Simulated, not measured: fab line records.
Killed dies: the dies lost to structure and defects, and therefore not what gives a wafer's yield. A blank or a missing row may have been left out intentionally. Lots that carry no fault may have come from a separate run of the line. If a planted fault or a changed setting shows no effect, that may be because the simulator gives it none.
One fault through the eyes of 3 desks -- flow n5-finfet -- each desk has only its own numbers; what lay behind them comes last

## THE DEFECT DESK
Counts from the inspections along the route, per lot, as means over the sampled wafers that have a number. Any lot whose mean is over 4 standard deviations away from the usual mean is out of limits and marked OUT; that distance is given in the brackets.
Columns: A = raw-defect-count at N5_BEOL_M1_INSPECT_30, usual 375
lot,first seen here,A
L685,day 6 11:26,363
L691,day 8 14:26,262
L694,day 8 19:34,293
L697,day 9 01:46,304
L696,day 9 08:05,320
L698,day 9 19:22,374
L707,day 12 04:02,432
This desk found nothing out of limits on any of the 7 lots.

## FOR THE TOOL OWNER'S DESK: rie-diel-01
The tool's own readings at N5_BEOL_M1_ETCH_70 (etches SOC in N2/H2, target depth 80 nm, overetch 16 nm, time 120 s): means of the sampled wafers that have a number, for each lot that ran on this tool. Any lot whose mean is over 4 standard deviations away from the usual mean is out of limits and marked OUT; that distance is given in the brackets.
Columns: A = drypump-motor-current-A at N5_BEOL_M1_ETCH_70, usual 5.6 A; B = n2-flow-sccm at N5_BEOL_M1_ETCH_70, usual 200.0 sccm; C = oes-product-au at N5_BEOL_M1_ETCH_70, usual 0.59 a.u.; D = rf-vpp-V at N5_BEOL_M1_ETCH_70, usual 523.9 V; E = showerhead-plenum-p-Torr at N5_BEOL_M1_ETCH_70, usual 2.54 Torr; F = throttle-valve-pct at N5_BEOL_M1_ETCH_70, usual 17.78 %
lot,first seen here,A,B,C,D,E,F
L685,day 6 12:56,5.3,199.5,0.61,525.7,2.55,17.83
L694,day 9 07:34,5.6,200.0,0.55,521.6,2.46,17.91
L696,day 9 10:08,5.3,200.0,0.57,523.9,2.54,17.97
L698,day 9 20:56,5.3,200.0,0.57,523.8,2.53,17.98
This desk found nothing out of limits on any of the 4 lots.

## THE METROLOGY DESK
Means of the sampled wafers that have a number, per lot and without regard to the tool the lot ran on: this is what the gauges read. Any lot whose mean is over 4 standard deviations away from the usual mean is out of limits and marked OUT; that distance is given in the brackets. It has 12 readings; the 7 that lie furthest out on some lot are the ones shown.
Columns: A = V0_OVL at N5_BEOL_M1_OVL_MEAS_29, usual 0.6 nm; B = DIBL_N at N5_BEOL_M4_RC_MEAS_101, usual 36.0 mV/V; C = DIBL_P at N5_BEOL_M4_RC_MEAS_101, usual 36.0 mV/V; D = ION_P at N5_BEOL_M4_RC_MEAS_101, usual 461 uA/um; E = SS_N at N5_BEOL_M4_RC_MEAS_101, usual 71.5 mV/dec; F = SS_P at N5_BEOL_M4_RC_MEAS_101, usual 73.2 mV/dec; G = VT_P at N5_BEOL_M4_RC_MEAS_101, usual -251.0 mV
lot,first seen here,A,B,C,D,E,F,G
L685,day 6 11:20,1.4,37.6,36.6,460,72.0,73.8,-249.4
L691,day 8 14:20,2.0,36.7,36.7,455,71.8,73.5,-253.0
L694,day 8 19:28,0.4,34.7,34.4,464,70.7,72.9,-251.7
L697,day 9 01:40,0.1,34.8,34.9,460,71.7,73.3,-253.6
L696,day 9 08:01,0.8,35.8,35.2,460,72.1,72.9,-252.2
L698,day 9 19:17,0.8,35.1,34.3,468,71.0,73.8,-246.8
L707,day 12 03:57,1.4,37.4,35.6,457,71.7,73.8,-250.8
This desk found nothing out of limits on any of the 7 lots.

## TAKEN TOGETHER
The defect desk saw nothing out of limits.
The tool owner's desk saw nothing out of limits.
Metrology desk: nothing out of limits seen.

## WHAT WAS PUT IN BY THE SIMULATOR
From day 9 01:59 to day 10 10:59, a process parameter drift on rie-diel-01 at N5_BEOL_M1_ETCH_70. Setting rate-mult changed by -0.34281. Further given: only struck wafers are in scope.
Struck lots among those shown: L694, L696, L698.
